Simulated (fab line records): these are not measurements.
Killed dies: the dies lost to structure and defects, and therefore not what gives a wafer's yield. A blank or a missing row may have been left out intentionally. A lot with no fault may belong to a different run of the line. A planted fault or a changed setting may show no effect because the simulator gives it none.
The tool behind it: which one? ; flow nand harc ; Sampling: 12 lots, 36 wafers, 5 of 1302 route steps

## WHAT THE GAUGES SHOWED, per wafer
NHARC_END_SORT_01.
lot;measured;on;defect limited yield (%);killed at array;killed at other;killed at periphery;killed dies;killed open;killed short;sort_bin_2_pct (%);sort_bin_3_pct (%);sort_bin_4_pct (%);sort n pass;sort rim yield pct (%);sort yield pct (%)
L187;day 24 10:16;prober-01;89.5 91.4 91.9;64 55 52;1 0 2;6 3 1;71 58 55;7 5 3;4 1 5;4.1 3.1 2.4;0.9 0.9 0.6;5.5 4.6 5.2;606 619 622;99 90 93;89.5 91.4 91.9
L189;day 24 20:43;prober-01;92.9 92.2 94.2;38 44 35;2 1 0;8 8 4;48 53 39;6 1 3;4 1 3;2.7 2.1 1.2;0.3 0.3 1.0;4.1 5.5 3.5;629 624 638;89 91 89;92.9 92.2 94.2
L188;day 25 04:29;prober-01;92.5 92.9 91.0;49 44 57;1 1 0;1 3 4;51 48 61;2 2 3;5 4 6;2.5 2.2 3.7;0.6 0.3 0.3;4.4 4.6 5.0;626 629 616;96 98 93;92.5 92.9 91.0
L190;day 27 07:40;prober-01;89.8 90.1 90.7;61 57 56;2 4 4;6 6 3;69 67 63;4 3 0;0 0 2;4.4 3.5 3.2;0.7 1.3 1.2;5.0 5.0 4.9;608 610 614;91 92 98;89.8 90.1 90.7
L191;day 27 14:11;prober-02;88.8 89.2 89.5;73 71 70;0 0 0;3 2 1;76 73 71;4 3 10;3 1 2;4.1 3.5 4.3;1.5 1.5 0.6;5.6 5.8 5.6;601 604 606;90 96 91;88.8 89.2 89.5
L195;day 27 20:23;prober-02;95.3 94.8 95.9;30 31 25;1 1 3;1 3 0;32 35 28;2 2 4;1 1 1;1.5 1.6 1.6;0.3 0 0.1;3.0 3.5 2.4;645 642 649;91 100 98;95.3 94.8 95.9
L193;day 28 00:06;prober-01;87.9 88.6 87.3;78 73 84;0 1 0;4 3 2;82 77 86;6 3 3;2 2 6;5.2 4.0 5.6;0.6 1.5 1.0;6.4 5.9 6.1;595 600 591;97 91 96;87.9 88.6 87.3
L196;day 28 18:16;prober-01;88.2 87.7 86.6;71 73 82;5 3 3;4 7 6;80 83 91;3 1 3;5 1 3;4.0 4.0 4.9;1.2 1.2 0.9;6.6 7.1 7.7;597 594 586;92 89 97;88.2 87.7 86.6
L198;day 29 01:13;prober-01;91.6 0 0;50 671 665;0 0 0;7 6 12;57 677 677;4 3 1;5 2 2;3.8 93.5 92.3;0.9 0.4 1.0;3.7 6.1 6.6;620 0 0;94 0 0;91.6 0 0
L199;day 29 06:59;prober-02;90.7 0 91.0;63 673 54;0 0 1;0 4 6;63 677 61;2 0 4;3 1 0;4.1 93.5 3.7;0.7 0.9 0.4;4.4 5.6 4.9;614 0 616;95 0 91;90.7 0 91.0
L207;day 32 08:37;prober-01;90.3 95.0 95.0;60 28 32;0 1 0;6 5 2;66 34 34;4 1 2;1 2 1;4.0 2.1 2.1;0.7 0.3 0.1;5.0 2.7 2.8;611 643 643;94 90 88;90.3 95.0 95.0
L210;day 34 06:31;prober-01;95.3 94.7 92.9;30 34 47;0 1 0;2 1 1;32 36 48;3 3 2;3 3 4;1.6 1.8 2.7;0.4 0.3 0.3;2.7 3.2 4.1;645 641 629;91 91 100;95.3 94.7 92.9

## EACH LOT AND THE TOOL THAT RAN IT (in order: tool; ch and the chambers of the sampled wafers; start)
lot;NHARC_A_M1_PVD_21;NHARC_THIN_TSV_DEP_47;NHARC_THIN_TSV_DEGAS_53;NHARC_THIN_TSV_ETCH_59
L187;pvd sputter-01, day 22 17:52;pecvd-01 ch 1,2, day 23 13:28;pvd sputter-01, day 23 16:25;rie metal-02 ch 0,1, day 23 17:49
L189;pvd sputter-01, day 23 09:23;pecvd-01 ch 0,2, day 24 07:21;pvd sputter-03, day 24 10:25;rie metal-02 ch 0,1, day 24 11:50
L188;pvd sputter-02, day 23 10:17;pecvd-04 ch 0,2, day 24 08:43;pvd sputter-01, day 24 11:36;rie metal-03 ch 0,1, day 24 13:02
L190;pvd sputter-02, day 24 08:29;pecvd-03 ch 0,1,2, day 26 08:22;pvd sputter-02, day 26 11:20;rie metal-01 ch 0,1, day 26 12:46
L191;pvd sputter-02, day 24 19:35;pecvd-01 ch 0,1,2, day 26 11:03;pvd sputter-01, day 26 14:05;rie metal-03 ch 0,1, day 26 15:28
L195;pvd sputter-03, day 25 17:15;pecvd-03 ch 1,2, day 26 16:21;pvd sputter-02, day 26 19:14;rie metal-01 ch 1, day 26 20:32
L193;pvd sputter-03, day 26 00:08;pecvd-01 ch 0,2, day 26 20:38;pvd sputter-03, day 26 23:49;rie metal-01 ch 0, day 27 01:11
L196;pvd sputter-03, day 27 03:42;pecvd-01 ch 0,1,2, day 28 04:41;pvd sputter-03, day 28 08:08;rie metal-02 ch 1, day 28 09:28
L198;pvd sputter-03, day 27 06:12;pecvd-01 ch 1, day 28 05:04;pvd sputter-02, day 28 08:17;rie metal-01 ch 1, day 28 09:45
L199;pvd sputter-03, day 27 17:39;pecvd-01 ch 0,2, day 28 14:31;pvd sputter-03, day 28 17:26;rie metal-01 ch 1, day 28 18:44
L207;pvd sputter-03, day 30 23:11;pecvd-01 ch 1,2, day 31 19:15;pvd sputter-02, day 31 22:07;rie metal-01 ch 0,1, day 31 23:44
L210;pvd sputter-03, day 32 21:00;pecvd-03 ch 0,1,2, day 33 18:39;pvd sputter-02, day 33 21:35;rie metal-02 ch 0,1, day 33 23:02
- NHARC_A_M1_PVD_21: deposits Cu, target thk 30 nm, time 20.49 s.
- NHARC_THIN_TSV_DEP_47: deposits SiO2, target thk 200 nm.
- NHARC_THIN_TSV_DEGAS_53: time 60 s.
- NHARC_THIN_TSV_ETCH_59: etches the open film in Cl2/BCl3, target depth 880 nm, time 138.1 s.

## WHAT THE TOOLS THEMSELVES READ (means of the sampled wafers that have a number; where no wafer has one, the mark that the record gives instead)
NHARC_A_M1_PVD_21.
lot;tool;throttle valve pct (%)
L187;pvd sputter-01;30.3
L189;pvd sputter-01;30.2
L188;pvd sputter-02;30.9
L190;pvd sputter-02;30.7
L191;pvd sputter-02;30.9
L195;pvd sputter-03;29.5
L193;pvd sputter-03;29.8
L196;pvd sputter-03;29.5
L198;pvd sputter-03;29.9
L199;pvd sputter-03;29.1
L207;pvd sputter-03;29.8
L210;pvd sputter-03;29.7

NHARC_THIN_TSV_DEP_47.
lot;tool;flow sccm (sccm);rf fwd power W (W);throttle valve pct (%)
L187;pecvd-01;2652;898.3;15.5
L189;pecvd-01;2657;897.9;15.8
L188;pecvd-04;2641;896.0;16.0
L190;pecvd-03;2655;897.4;16.2
L191;pecvd-01;2648;896.3;15.6
L195;pecvd-03;2648;899.6;16.4
L193;pecvd-01;2650;898.1;15.8
L196;pecvd-01;2656;894.5;15.8
L198;pecvd-01;2646;899.4;15.8
L199;pecvd-01;2646;894.9;15.6
L207;pecvd-01;2648;898.8;15.9
L210;pecvd-03;2650;897.2;16.1

NHARC_THIN_TSV_DEGAS_53.
lot;tool;heater power w (W)
L187;pvd sputter-01;479
L189;pvd sputter-03;483
L188;pvd sputter-01;511
L190;pvd sputter-02;435
L191;pvd sputter-01;492
L195;pvd sputter-02;489
L193;pvd sputter-03;495
L196;pvd sputter-03;482
L198;pvd sputter-02;493
L199;pvd sputter-03;486
L207;pvd sputter-02;427
L210;pvd sputter-02;473

NHARC_THIN_TSV_ETCH_59.
lot;tool;drypump motor current A (A);oes product au (a.u.);rf fwd power W (W);throttle valve pct (%)
L187;rie metal-02;6.6;0.994;898;22.275
L189;rie metal-02;6.3;0.993;897;22.265
L188;rie metal-03;5.7;0.990;890;22.264
L190;rie metal-01;5.5;0.989;897;22.277
L191;rie metal-03;6.0;0.995;892;22.266
L195;rie metal-01;5.5;0.989;898;22.261
L193;rie metal-01;5.3;1.002;899;22.268
L196;rie metal-02;6.1;0.985;898;22.258
L198;rie metal-01;5.5;0.993;896;22.270
L199;rie metal-01;5.5;1.001;898;22.270
L207;rie metal-01;5.4;1.015;894;22.275
L210;rie metal-02;6.6;0.997;894;22.271

## THE ANSWER, worked out from the rows above alone
Rule: usual is defined by the lots themselves. The widest of any qualifying gaps counts: lots, ordered by their means at a reading, are off when they make up no more than a third of the lots, leave a main group of 4 or more, and stand apart from it by 3 or more times the standard deviation of that group's means. The tables above print the reading to a certain number of digits; a main group whose means all agree to those digits is not used. A lot without any number at a reading at which 4 lots or more have one is off too. Where the step has rows for the other lots, those lots are counted as sound. The gauges are gone through in route order, then the tools' own readings, and for those a lot's mean is taken as printed above. At the first step where some lot is off, the reading lying furthest off is the one used; lots without a number count as furthest.
Off at NHARC_END_SORT_01 (sort_bin_2_pct): L198, L199. Mean 3.1 % and standard deviation 1 in the main group.
A tool fits if, at a process step before that reading, it ran every lot that is off, and no sound lot after the first of them. Gauges at NHARC_END_SORT_01: tried the same way as those tools. None of those tried fits.

## WHAT THE SIMULATOR HAD INSERTED
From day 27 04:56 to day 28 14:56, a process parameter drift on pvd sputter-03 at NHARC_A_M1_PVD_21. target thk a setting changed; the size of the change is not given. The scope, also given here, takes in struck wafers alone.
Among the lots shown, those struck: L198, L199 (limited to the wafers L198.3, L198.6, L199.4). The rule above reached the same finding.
